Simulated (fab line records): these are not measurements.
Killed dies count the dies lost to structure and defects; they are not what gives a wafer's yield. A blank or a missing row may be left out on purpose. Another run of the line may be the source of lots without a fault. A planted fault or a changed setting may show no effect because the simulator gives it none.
Problem report, 8D (eight disciplines) form, completed by code + flow n5-finfet + the parts of the form that need people (team, actions taken, sign-off) are left out

== 1. THE ISSUE ==
Wafers without a fault read 150.0 W, standard deviation 0.42; bias-w at N5_HKMG_FIN_ETCH_32 reads a mean of 155.6 W on 2 wafers belonging to 2 lots. Relative to the usual mean, that is a shift of +13 standard deviations.
The step: etches SOC in N2/H2, target depth 240 nm, time 300 s.
Earliest sighting: wafer L870.3 on rie-diel-03 at day 7 12:05. The record holds 18 wafers of 6 lots with a number at this step. By rule, "out" or "out of limits" means more than 4 standard deviations away from the usual mean. Any other wafer with a number is counted as sound.

== 2. WHAT THIS IS AND IS NOT ==
| question                    | is               | is not                                                                                |
|-----------------------------|------------------|---------------------------------------------------------------------------------------|
| which readings at this step | bias-w, rf-vpp-V | drypump-motor-current-A, oes-product-au, showerhead-plenum-p-Torr, throttle-valve-pct |
| which lots                  | L870, L872       | L860, L861, L875, L878                                                                |
| which wafers of those lots  | L870.3, L872.1   | L870.1, L870.4, L872.5, L872.6                                                        |
| read on which tools         | rie-diel-03      | rie-diel-02                                                                           |
| when                        | from day 7 12:05 | up to then (8 sound wafers); but 8 sound wafers of L872, L875, L878 came after        |

== 3. WHAT RULES OUT EACH SUSPECT ==
Counting: a tool at a process step up to the reading stays a suspect if it ran every lot that is out. Sound lots after the first of them don't rule it out here, since some wafers of a struck lot are sound.
- rie-diel-03 at N5_HKMG_FIN_DESCUM_17 (chemistry O2, time 7.9 s): kept. It ran every lot that is out, first L870 (day 7 11:59); its last sound lot up to then is L860 (day 5 03:01).
- rie-diel-03 at N5_HKMG_FIN_ETCH_31 (etches SiARC in CF4, target depth 45.5 nm, time 75.8 s): kept. It ran every lot that is out, first L870 (day 7 12:02); its last sound lot up to then is L860 (day 5 03:03).
- rie-diel-03 at N5_HKMG_FIN_ETCH_32 (etches SOC in N2/H2, target depth 240 nm, time 300 s): kept. It ran every lot that is out, first L870 (day 7 12:05); its last sound lot up to then is L860 (day 5 03:07). Its own readings are out on those wafers: bias-w, rf-vpp-V.
- rie-diel-03, N5_HKMG_FIN_DESCUM_17: wafers that are out in chamber 1, sound lot-mates in chambers 0, 2, 3.
- rie-diel-03, N5_HKMG_FIN_ETCH_31: wafers that are out in chamber 1, sound lot-mates in chambers 0, 2, 3.
- rie-diel-03, N5_HKMG_FIN_ETCH_32: wafers that are out in chamber 1, sound lot-mates in chambers 0, 2, 3.
The count leaves rie-diel-03 at N5_HKMG_FIN_DESCUM_17, rie-diel-03 at N5_HKMG_FIN_ETCH_31, and rie-diel-03 at N5_HKMG_FIN_ETCH_32.

== 4. THE CAUSE (what the simulator had put in) ==
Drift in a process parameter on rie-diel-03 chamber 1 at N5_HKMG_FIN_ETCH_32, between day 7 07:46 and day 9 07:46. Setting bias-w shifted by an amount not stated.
After counting, 3 suspects remain, this tool included.

== 5. SEQUENCE OF EFFECTS, ordered by route ==
Rows list readings where the struck wafers' mean (over those with a number) sits beyond 3 standard deviations from the usual. Only readings for which the record gives a usual standard deviation are gone through. hours: the time from each lot's start at the first step in this table that gives one to its start at this step, as a median over the lots. sigmas: the change in usual standard deviations.
| hours | step                | reading  | usual   | on struck wafers | change | sigmas |
|-------|---------------------|----------|---------|------------------|--------|--------|
| 0     | N5_HKMG_FIN_ETCH_32 | bias-w   | 150.0 W | 155.6            | +5.6   | +13    |
| 0     | N5_HKMG_FIN_ETCH_32 | rf-vpp-V | 524.7 V | 537.8            | +13.1  | +5.7   |
Process steps it contains:
- N5_HKMG_FIN_ETCH_32: etches SOC in N2/H2, target depth 240 nm, time 300 s.
Later measuring or inspecting steps at which every struck wafer that the step has a row for has a number for every such reading, and none has moved that far: N5_BEOL_M4_RC_MEAS_101.

== 6. WHAT WOULD HAVE CAUGHT IT SOONER ==
First out-of-limits reading in this record: day 7 12:05, which is 4 hours after fault onset at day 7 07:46.
